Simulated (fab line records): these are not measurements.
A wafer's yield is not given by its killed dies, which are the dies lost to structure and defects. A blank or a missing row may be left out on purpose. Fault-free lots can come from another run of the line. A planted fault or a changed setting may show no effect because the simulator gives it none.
Struck lot and sound lot, side by side / flow n5 finfet / 17 out of 1938 route steps
Sound: the wafers L952.1, L952.2, L952.6. Struck: wafer L969.5 (left out: L969.1, L969.4 of the same lot, which were not struck); the cause appears at the end.
Per side, at each step with rows, come the tool, then ch with its chambers, and then its first start. Under that, the readings that differ: sound wafers / struck wafers / difference of the means / sigmas: that difference in standard deviations of wafers without a fault.
alike: readings whose means differ by less than 2 such deviations, and words and numbers that are the same on both sides. not compared: withheld readings, readings that some wafer has no value for, bounds like >300 that may hide the same value, and numbers for which the record gives no deviation and whose values overlap.
The two part at a step that has a row with sigmas, a row that says differs or no value, or rows on one side only. Non-overlapping numbers with no deviation appear without sigmas and do not part them. A reading that every wafer of one side lacks parts them only if that side has two wafers or more.

first, 4 steps without rows for these wafers: N5_BEOL_M11_HM_STRIP_39 (strips TiN in peroxide tin strip, target depth 25 nm, time 158 s); N5_BEOL_M11_SRD_40 (time 30 s); N5_BEOL_M11_PRECLEAN_42 (cleans in residue remover, time 60 s); N5_BEOL_M11_SRD_43 (time 30 s).
N5_BEOL_M11_CD_MEAS_35 targets a cd of 70 nm.
  sound on cd sem-01 at day 10 13:11; struck on cd sem-02 at day 15 10:56
  alike: cd nm
then, 1 step without rows for these wafers: N5_BEOL_M11_CURE_72 (cures SiCOH lowk, time 120 s).
N5_BEOL_M11_DEGAS_44: time 60 s.
  sound on pvd sputter-02 at day 10 13:52; struck on pvd sputter-02 at day 15 11:55
  alike: heater power w
N5_BEOL_M11_PRE_CLEAN_45: time 30 s.
  sound on pvd sputter-02 at day 10 13:55; struck on pvd sputter-02 at day 15 11:57
  alike: heater power w
N5_BEOL_M11_ALD_74: deposits TaN, target thk 2 nm, pulse time 2 s, purge time 3 s.
  sound on ald metal-04 ch 0,2,3, day 10 14:02; struck on ald metal-03 ch 3, day 15 12:01
  alike: heater power w, precursor vessel pressure torr
N5_BEOL_M11_SURFACE_TREAT_76:
  sound on pvd sputter-02 at day 10 14:29; struck on pvd sputter-02 at day 15 12:35
  not compared: throttle valve pct
then, 2 steps without rows for these wafers: N5_BEOL_M11_CVD_75 (deposits Co from CCTBA/H2, target thk 2 nm, time 138.9 s); N5_BEOL_M11_SPUTTER_48 (material Cu, target thk 12 nm, time 2 s).
N5_BEOL_M11_ECD_50: material Cu, target thk 318 nm.
  sound on ecd cu-01 ch 0,1, day 10 14:52; struck on ecd cu-02 ch 1, day 15 13:20
reading=model.Cu_of_BEOL_M11_ECD_50.thk nm (nm); sound=318.2 319.8 318.6; struck=619.4; difference=+300.5; sigmas=
N5_BEOL_M11_ANNEAL_51: time 90 s.
  sound on rtp anneal-01 ch 0, day 10 14:59; struck on rtp anneal-02 ch 0, day 15 14:08
reading=wafer_temp_C_max; sound=226.9 227.0 226.8; struck=225.9; difference=-1.0; sigmas=-2
N5_BEOL_M11_CMP_52: polishes, stops on SiCOH lowk, t overpolish 7 s, target thk 140 nm.
  sound on cmp-03 ch 0,1,3, day 10 15:33; struck on cmp-01 ch 2, day 15 14:26
reading=time to endpoint s (s); sound=69 69 72; struck=126; difference=+56; sigmas=+17
  alike: motor current A
N5_BEOL_M11_THK_MEAS_53: measures by xrf.
  sound on film metro-01 at day 10 15:51; struck on film metro-02 at day 15 14:43
  alike: M11_THK
next, for these wafers, 1 step has no rows: N5_PASSIVATION_PROBE_49.

## WHERE THEY PART
Last at N5_BEOL_M11_CMP_52 as far as this record goes, first at N5_BEOL_M11_ANNEAL_51. Later steps at which nothing parts them and some readings are alike: N5_BEOL_M11_THK_MEAS_53.

WHY: what the simulator had put in
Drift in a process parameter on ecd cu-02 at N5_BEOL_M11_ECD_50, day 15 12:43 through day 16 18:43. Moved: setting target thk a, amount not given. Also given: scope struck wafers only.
